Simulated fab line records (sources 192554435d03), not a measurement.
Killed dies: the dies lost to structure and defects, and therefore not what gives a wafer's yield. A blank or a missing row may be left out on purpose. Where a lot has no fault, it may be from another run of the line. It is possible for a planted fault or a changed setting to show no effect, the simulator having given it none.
Which tool was responsible? || flow n5Finfet || Sampling: 11 lots, 32 wafers, 5 of 1938 route steps

WHAT EACH GAUGE READ, for each wafer
The record holds no reading of a measuring or inspecting step that can be judged against a usual standard deviation.

WHAT TOOL EACH LOT RAN ON (gives the tool, then ch and the chambers of the sampled wafers, and finally the start)
{"lot": "L975", "N5_BEOL_M15_STRIP_37": "rieDiel-04 ch 0,1,3, day 12 20:26 or earlier", "N5_BEOL_M15_SPUTTER_43": "pvdSputter-01, day 12 20:26", "N5_PASSIVATION_PRE_CLEAN_19": "pvdSputter-02, day 13 04:30", "N5_PASSIVATION_DESCUM_32": "rieDiel-01 ch 1,2,3, day 13 05:41", "N5_PASSIVATION_PROBE_49": "-"}
{"lot": "L974", "N5_BEOL_M15_STRIP_37": "rieDiel-03 ch 0,1,3, day 13 01:30 or earlier", "N5_BEOL_M15_SPUTTER_43": "pvdSputter-01, day 13 01:30", "N5_PASSIVATION_PRE_CLEAN_19": "pvdSputter-02, day 13 12:26", "N5_PASSIVATION_DESCUM_32": "rieDiel-02 ch 0,1,3, day 13 13:11", "N5_PASSIVATION_PROBE_49": "prober-02, day 13 18:08"}
{"lot": "L978", "N5_BEOL_M15_STRIP_37": "rieDiel-04 ch 0,1,3, day 13 13:06 or earlier", "N5_BEOL_M15_SPUTTER_43": "pvdSputter-02, day 13 13:06", "N5_PASSIVATION_PRE_CLEAN_19": "pvdSputter-03, day 13 23:08", "N5_PASSIVATION_DESCUM_32": "rieDiel-06 ch 0,1,2, day 13 23:52", "N5_PASSIVATION_PROBE_49": "-"}
{"lot": "L979", "N5_BEOL_M15_STRIP_37": "rieDiel-05 ch 1,2,3, day 13 19:06 or earlier", "N5_BEOL_M15_SPUTTER_43": "pvdSputter-01, day 13 19:06", "N5_PASSIVATION_PRE_CLEAN_19": "pvdSputter-03, day 14 04:42", "N5_PASSIVATION_DESCUM_32": "rieDiel-01 ch 1,3, day 14 05:32", "N5_PASSIVATION_PROBE_49": "-"}
{"lot": "L980", "N5_BEOL_M15_STRIP_37": "rieDiel-04 ch 0,2, day 13 19:14 or earlier", "N5_BEOL_M15_SPUTTER_43": "pvdSputter-03, day 13 19:14", "N5_PASSIVATION_PRE_CLEAN_19": "pvdSputter-01, day 14 08:29", "N5_PASSIVATION_DESCUM_32": "rieDiel-06 ch 0,1,2, day 14 09:19", "N5_PASSIVATION_PROBE_49": "prober-01, day 14 14:11"}
{"lot": "L987", "N5_BEOL_M15_STRIP_37": "rieDiel-05 ch 1,2, day 15 18:00 or earlier", "N5_BEOL_M15_SPUTTER_43": "pvdSputter-01, day 15 18:00", "N5_PASSIVATION_PRE_CLEAN_19": "pvdSputter-03, day 16 03:48", "N5_PASSIVATION_DESCUM_32": "rieDiel-06 ch 2,3, day 16 04:47", "N5_PASSIVATION_PROBE_49": "prober-01, day 16 09:43"}
{"lot": "L985", "N5_BEOL_M15_STRIP_37": "rieDiel-05 ch 2,3, day 15 21:42 or earlier", "N5_BEOL_M15_SPUTTER_43": "pvdSputter-01, day 15 21:42", "N5_PASSIVATION_PRE_CLEAN_19": "pvdSputter-03, day 16 09:56", "N5_PASSIVATION_DESCUM_32": "rieDiel-02 ch 0,1,3, day 16 10:59", "N5_PASSIVATION_PROBE_49": "prober-01, day 16 16:01"}
{"lot": "L989", "N5_BEOL_M15_STRIP_37": "rieDiel-05 ch 0,2,3, day 16 10:40 or earlier", "N5_BEOL_M15_SPUTTER_43": "pvdSputter-01, day 16 10:40", "N5_PASSIVATION_PRE_CLEAN_19": "pvdSputter-02, day 16 19:37", "N5_PASSIVATION_DESCUM_32": "rieDiel-06 ch 0,3, day 16 20:23", "N5_PASSIVATION_PROBE_49": "-"}
{"lot": "L991", "N5_BEOL_M15_STRIP_37": "rieDiel-03 ch 1,2, day 16 15:55 or earlier", "N5_BEOL_M15_SPUTTER_43": "pvdSputter-02, day 16 15:55", "N5_PASSIVATION_PRE_CLEAN_19": "pvdSputter-01, day 17 00:40", "N5_PASSIVATION_DESCUM_32": "rieDiel-02 ch 2,3, day 17 01:34", "N5_PASSIVATION_PROBE_49": "prober-01, day 17 06:38"}
{"lot": "L993", "N5_BEOL_M15_STRIP_37": "rieDiel-04 ch 0,3, day 17 03:43 or earlier", "N5_BEOL_M15_SPUTTER_43": "pvdSputter-02, day 17 03:43", "N5_PASSIVATION_PRE_CLEAN_19": "pvdSputter-02, day 17 12:23", "N5_PASSIVATION_DESCUM_32": "rieDiel-02 ch 2,3, day 17 13:05", "N5_PASSIVATION_PROBE_49": "-"}
{"lot": "L992", "N5_BEOL_M15_STRIP_37": "rieDiel-04 ch 0,1, day 17 04:23 or earlier", "N5_BEOL_M15_SPUTTER_43": "pvdSputter-02, day 17 04:23", "N5_PASSIVATION_PRE_CLEAN_19": "pvdSputter-01, day 17 17:27", "N5_PASSIVATION_DESCUM_32": "rieDiel-06 ch 0,1,3, day 17 18:17", "N5_PASSIVATION_PROBE_49": "-"}
- N5_BEOL_M15_STRIP_37: strips in O2.
- N5_BEOL_M15_SPUTTER_43: material TaN, target thk 15 nm, time 24.19 s.
- N5_PASSIVATION_PRE_CLEAN_19
- N5_PASSIVATION_DESCUM_32: chemistry O2, time 7.9 s.
- N5_PASSIVATION_PROBE_49

WHAT THE TOOLS THEMSELVES READ (means of the sampled wafers that have a number; where no wafer has one, the mark that the record gives instead)
N5_BEOL_M15_STRIP_37. Usual: drypumpMotorCurrentA 5.5 A, standard deviation 0.44; oesProductAu 0.79 a.u., standard deviation 0.077; rfVppV 3.6 V, standard deviation 0.63; showerheadPlenumPTorr 2.09 Torr, standard deviation 0.084; tempC 60.00 C, standard deviation 0.12; throttleValvePct 16.6 %, standard deviation 0.3.
{"lot": "L975", "tool": "rieDiel-04", "drypumpMotorCurrentA (A)": 5.6, "oesProductAu (a.u.)": 0.86, "rfVppV (V)": 4.0, "showerheadPlenumPTorr (Torr)": 2.10, "tempC (C)": 60.02, "throttleValvePct (%)": 16.5, "flag": ""}
{"lot": "L974", "tool": "rieDiel-03", "drypumpMotorCurrentA (A)": 5.5, "oesProductAu (a.u.)": 0.81, "rfVppV (V)": 3.6, "showerheadPlenumPTorr (Torr)": 2.15, "tempC (C)": 60.05, "throttleValvePct (%)": 16.8, "flag": ""}
{"lot": "L978", "tool": "rieDiel-04", "drypumpMotorCurrentA (A)": 5.6, "oesProductAu (a.u.)": 0.85, "rfVppV (V)": 4.1, "showerheadPlenumPTorr (Torr)": 2.09, "tempC (C)": 59.93, "throttleValvePct (%)": 16.5, "flag": ""}
{"lot": "L979", "tool": "rieDiel-05", "drypumpMotorCurrentA (A)": 5.6, "oesProductAu (a.u.)": 0.74, "rfVppV (V)": 3.4, "showerheadPlenumPTorr (Torr)": 2.08, "tempC (C)": 59.79, "throttleValvePct (%)": 16.8, "flag": ""}
{"lot": "L980", "tool": "rieDiel-04", "drypumpMotorCurrentA (A)": 5.4, "oesProductAu (a.u.)": 0.73, "rfVppV (V)": 3.5, "showerheadPlenumPTorr (Torr)": 1.99, "tempC (C)": 60.02, "throttleValvePct (%)": 16.7, "flag": ""}
{"lot": "L987", "tool": "rieDiel-05", "drypumpMotorCurrentA (A)": 5.6, "oesProductAu (a.u.)": 0.70, "rfVppV (V)": 4.2, "showerheadPlenumPTorr (Torr)": 2.03, "tempC (C)": 60.00, "throttleValvePct (%)": 16.7, "flag": ""}
{"lot": "L985", "tool": "rieDiel-05", "drypumpMotorCurrentA (A)": 5.5, "oesProductAu (a.u.)": 0.74, "rfVppV (V)": 4.0, "showerheadPlenumPTorr (Torr)": 2.11, "tempC (C)": 59.98, "throttleValvePct (%)": 16.9, "flag": ""}
{"lot": "L989", "tool": "rieDiel-05", "drypumpMotorCurrentA (A)": 5.8, "oesProductAu (a.u.)": 0.77, "rfVppV (V)": 3.9, "showerheadPlenumPTorr (Torr)": 2.09, "tempC (C)": 59.98, "throttleValvePct (%)": 16.7, "flag": ""}
{"lot": "L991", "tool": "rieDiel-03", "drypumpMotorCurrentA (A)": 5.5, "oesProductAu (a.u.)": 0.87, "rfVppV (V)": 2.8, "showerheadPlenumPTorr (Torr)": 2.19, "tempC (C)": 59.94, "throttleValvePct (%)": 16.5, "flag": ""}
{"lot": "L993", "tool": "rieDiel-04", "drypumpMotorCurrentA (A)": 5.7, "oesProductAu (a.u.)": 0.78, "rfVppV (V)": 3.3, "showerheadPlenumPTorr (Torr)": 2.15, "tempC (C)": 60.09, "throttleValvePct (%)": 16.5, "flag": ""}
{"lot": "L992", "tool": "rieDiel-04", "drypumpMotorCurrentA (A)": 5.4, "oesProductAu (a.u.)": 0.83, "rfVppV (V)": 3.1, "showerheadPlenumPTorr (Torr)": 2.02, "tempC (C)": 59.97, "throttleValvePct (%)": 16.5, "flag": ""}

N5_BEOL_M15_SPUTTER_43. Usual: throttleValvePct 29.8 %, standard deviation 1.1.
{"lot": "L975", "tool": "pvdSputter-01", "throttleValvePct (%)": 30.0, "flag": ""}
{"lot": "L974", "tool": "pvdSputter-01", "throttleValvePct (%)": 30.3, "flag": ""}
{"lot": "L978", "tool": "pvdSputter-02", "throttleValvePct (%)": 29.1, "flag": ""}
{"lot": "L979", "tool": "pvdSputter-01", "throttleValvePct (%)": 30.5, "flag": ""}
{"lot": "L980", "tool": "pvdSputter-03", "throttleValvePct (%)": 29.6, "flag": ""}
{"lot": "L987", "tool": "pvdSputter-01", "throttleValvePct (%)": 29.7, "flag": ""}
{"lot": "L985", "tool": "pvdSputter-01", "throttleValvePct (%)": 30.1, "flag": ""}
{"lot": "L989", "tool": "pvdSputter-01", "throttleValvePct (%)": 31.1, "flag": ""}
{"lot": "L991", "tool": "pvdSputter-02", "throttleValvePct (%)": 29.3, "flag": ""}
{"lot": "L993", "tool": "pvdSputter-02", "throttleValvePct (%)": 28.8, "flag": ""}
{"lot": "L992", "tool": "pvdSputter-02", "throttleValvePct (%)": 29.1, "flag": ""}

N5_PASSIVATION_PRE_CLEAN_19. Usual: heaterPowerW 447 W, standard deviation 38.
{"lot": "L975", "tool": "pvdSputter-02", "heaterPowerW (W)": 431, "flag": ""}
{"lot": "L974", "tool": "pvdSputter-02", "heaterPowerW (W)": 439, "flag": ""}
{"lot": "L978", "tool": "pvdSputter-03", "heaterPowerW (W)": 420, "flag": ""}
{"lot": "L979", "tool": "pvdSputter-03", "heaterPowerW (W)": 416, "flag": ""}
{"lot": "L980", "tool": "pvdSputter-01", "heaterPowerW (W)": 500, "flag": ""}
{"lot": "L987", "tool": "pvdSputter-03", "heaterPowerW (W)": 415, "flag": ""}
{"lot": "L985", "tool": "pvdSputter-03", "heaterPowerW (W)": 410, "flag": ""}
{"lot": "L989", "tool": "pvdSputter-02", "heaterPowerW (W)": 465, "flag": ""}
{"lot": "L991", "tool": "pvdSputter-01", "heaterPowerW (W)": 484, "flag": ""}
{"lot": "L993", "tool": "pvdSputter-02", "heaterPowerW (W)": 454, "flag": ""}
{"lot": "L992", "tool": "pvdSputter-01", "heaterPowerW (W)": 485, "flag": ""}

N5_PASSIVATION_DESCUM_32. Usual: drypumpMotorCurrentA 5.9 A, standard deviation 0.37; oesProductAu 0.83 a.u., standard deviation 0.063; rfVppV 243.3 V, standard deviation 1.2; showerheadPlenumPTorr 2.10 Torr, standard deviation 0.062; tempC 39.99 C, standard deviation 0.1; throttleValvePct 20.46 %, standard deviation 0.21.
{"lot": "L975", "tool": "rieDiel-01", "drypumpMotorCurrentA (A)": 5.8, "oesProductAu (a.u.)": 0.89, "rfVppV (V)": 244.1, "showerheadPlenumPTorr (Torr)": 2.15, "tempC (C)": 40.02, "throttleValvePct (%)": 20.48, "flag": ""}
{"lot": "L974", "tool": "rieDiel-02", "drypumpMotorCurrentA (A)": 5.7, "oesProductAu (a.u.)": 0.77, "rfVppV (V)": 243.4, "showerheadPlenumPTorr (Torr)": 2.14, "tempC (C)": 39.87, "throttleValvePct (%)": 20.46, "flag": ""}
{"lot": "L978", "tool": "rieDiel-06", "drypumpMotorCurrentA (A)": 6.1, "oesProductAu (a.u.)": 0.83, "rfVppV (V)": 242.6, "showerheadPlenumPTorr (Torr)": 2.06, "tempC (C)": 40.03, "throttleValvePct (%)": 20.58, "flag": ""}
{"lot": "L979", "tool": "rieDiel-01", "drypumpMotorCurrentA (A)": 5.8, "oesProductAu (a.u.)": 0.84, "rfVppV (V)": 243.3, "showerheadPlenumPTorr (Torr)": 2.11, "tempC (C)": 40.01, "throttleValvePct (%)": 20.49, "flag": ""}
{"lot": "L980", "tool": "rieDiel-06", "drypumpMotorCurrentA (A)": 6.1, "oesProductAu (a.u.)": 0.83, "rfVppV (V)": 242.0, "showerheadPlenumPTorr (Torr)": 2.06, "tempC (C)": 40.06, "throttleValvePct (%)": 20.58, "flag": ""}
{"lot": "L987", "tool": "rieDiel-06", "drypumpMotorCurrentA (A)": 5.5, "oesProductAu (a.u.)": 0.91, "rfVppV (V)": 243.0, "showerheadPlenumPTorr (Torr)": 2.03, "tempC (C)": 40.13, "throttleValvePct (%)": 20.38, "flag": ""}
{"lot": "L985", "tool": "rieDiel-02", "drypumpMotorCurrentA (A)": 5.7, "oesProductAu (a.u.)": 0.83, "rfVppV (V)": 244.0, "showerheadPlenumPTorr (Torr)": 2.13, "tempC (C)": 40.07, "throttleValvePct (%)": 20.39, "flag": ""}
{"lot": "L989", "tool": "rieDiel-06", "drypumpMotorCurrentA (A)": 5.7, "oesProductAu (a.u.)": 0.89, "rfVppV (V)": 243.0, "showerheadPlenumPTorr (Torr)": 2.04, "tempC (C)": 39.97, "throttleValvePct (%)": 20.50, "flag": ""}
{"lot": "L991", "tool": "rieDiel-02", "drypumpMotorCurrentA (A)": 5.8, "oesProductAu (a.u.)": 0.80, "rfVppV (V)": 242.8, "showerheadPlenumPTorr (Torr)": 2.12, "tempC (C)": 40.06, "throttleValvePct (%)": 20.25, "flag": ""}
{"lot": "L993", "tool": "rieDiel-02", "drypumpMotorCurrentA (A)": 5.7, "oesProductAu (a.u.)": 0.79, "rfVppV (V)": 243.6, "showerheadPlenumPTorr (Torr)": 2.13, "tempC (C)": 39.96, "throttleValvePct (%)": 20.25, "flag": ""}
{"lot": "L992", "tool": "rieDiel-06", "drypumpMotorCurrentA (A)": 6.0, "oesProductAu (a.u.)": 0.84, "rfVppV (V)": 242.5, "showerheadPlenumPTorr (Torr)": 2.06, "tempC (C)": 40.02, "throttleValvePct (%)": 20.64, "flag": ""}

N5_PASSIVATION_PROBE_49. Usual: defectLimitedYield 91.2 %, standard deviation 1.3; killed_at_M0_to_M3 34, standard deviation 10; killed_at_M4_up 13, standard deviation 4.6; killedAtContacts 13, standard deviation 5.5; killedAtFrontEnd 41, standard deviation 12; killedAtOther 2.8, standard deviation 2.4; killedDies 104, standard deviation 16; killedOnRim 14, standard deviation 4.2; killedOpen 67, standard deviation 12; killedShort 33, standard deviation 7.2; sort_bin_5_function 5.1 %, standard deviation 0.86; sort_bin_6_memory 3.3 %, standard deviation 0.62; sort_bin_8_speed 0.00 %, standard deviation 0.014; sortNPass 1076, standard deviation 16.
{"lot": "L974", "tool": "prober-02", "defectLimitedYield (%)": 90.6, "killed_at_M0_to_M3": 38, "killed_at_M4_up": 15, "killedAtContacts": 13, "killedAtFrontEnd": 44, "killedAtOther": 1.7, "killedDies": 111, "killedOnRim": 14, "killedOpen": 74, "killedShort": 34, "sort_bin_5_function (%)": 5.4, "sort_bin_6_memory (%)": 3.4, "sort_bin_8_speed (%)": 0.00, "sortNPass": 1069, "flag": ""}
{"lot": "L980", "tool": "prober-01", "defectLimitedYield (%)": 91.8, "killed_at_M0_to_M3": 29, "killed_at_M4_up": 10, "killedAtContacts": 14, "killedAtFrontEnd": 43, "killedAtOther": 2.0, "killedDies": 97, "killedOnRim": 17, "killedOpen": 54, "killedShort": 33, "sort_bin_5_function (%)": 4.8, "sort_bin_6_memory (%)": 2.8, "sort_bin_8_speed (%)": 0.00, "sortNPass": 1083, "flag": ""}
{"lot": "L987", "tool": "prober-01", "defectLimitedYield (%)": 81.0, "killed_at_M0_to_M3": 33, "killed_at_M4_up": 9, "killedAtContacts": 10, "killedAtFrontEnd": 38, "killedAtOther": 134.0, "killedDies": 224, "killedOnRim": 30, "killedOpen": 67, "killedShort": 24, "sort_bin_5_function (%)": 11.3, "sort_bin_6_memory (%)": 3.9, "sort_bin_8_speed (%)": 0.00, "sortNPass": 956, "flag": "OFF"}
{"lot": "L985", "tool": "prober-01", "defectLimitedYield (%)": 82.9, "killed_at_M0_to_M3": 20, "killed_at_M4_up": 12, "killedAtContacts": 8, "killedAtFrontEnd": 35, "killedAtOther": 127.0, "killedDies": 202, "killedOnRim": 27, "killedOpen": 49, "killedShort": 24, "sort_bin_5_function (%)": 9.7, "sort_bin_6_memory (%)": 3.5, "sort_bin_8_speed (%)": 0.06, "sortNPass": 978, "flag": "OFF"}
{"lot": "L991", "tool": "prober-01", "defectLimitedYield (%)": 91.3, "killed_at_M0_to_M3": 36, "killed_at_M4_up": 10, "killedAtContacts": 10, "killedAtFrontEnd": 44, "killedAtOther": 2.5, "killedDies": 102, "killedOnRim": 13, "killedOpen": 66, "killedShort": 30, "sort_bin_5_function (%)": 5.3, "sort_bin_6_memory (%)": 2.9, "sort_bin_8_speed (%)": 0.00, "sortNPass": 1078, "flag": ""}

THE ANSWER, worked out from the rows above alone
Rule: lot off if the mean of its wafers having a number is beyond 3 standard deviations from the usual mean. Also off: a lot with no number at a reading for which 4 or more lots have one. Any other lot the step has rows for is counted as sound. After the gauges, taken in route order, come the tools' own readings; for these a lot's mean is taken, as printed above. At the first step where some lot is off, the reading lying furthest off is the one used; lots without a number count as furthest.
Off, at N5_PASSIVATION_PROBE_49 on killedAtOther: L987, L985. Neither off nor sound, because the step has no rows for them: L975, L978, L979, L989, L993, L992.
A tool fits if, at that step or a process step before it, it ran every lot that is off, and no sound lot after the first of them. N5_BEOL_M15_STRIP_37 gives no start for some lots, so the hours and the order of its lots are those of N5_BEOL_M15_SPUTTER_43. Can't be told from this: 3 tools fit, rieDiel-05 at N5_BEOL_M15_STRIP_37, pvdSputter-01 at N5_BEOL_M15_SPUTTER_43, pvdSputter-03 at N5_PASSIVATION_PRE_CLEAN_19.

WHAT HAD BEEN PUT IN BY THE SIMULATOR
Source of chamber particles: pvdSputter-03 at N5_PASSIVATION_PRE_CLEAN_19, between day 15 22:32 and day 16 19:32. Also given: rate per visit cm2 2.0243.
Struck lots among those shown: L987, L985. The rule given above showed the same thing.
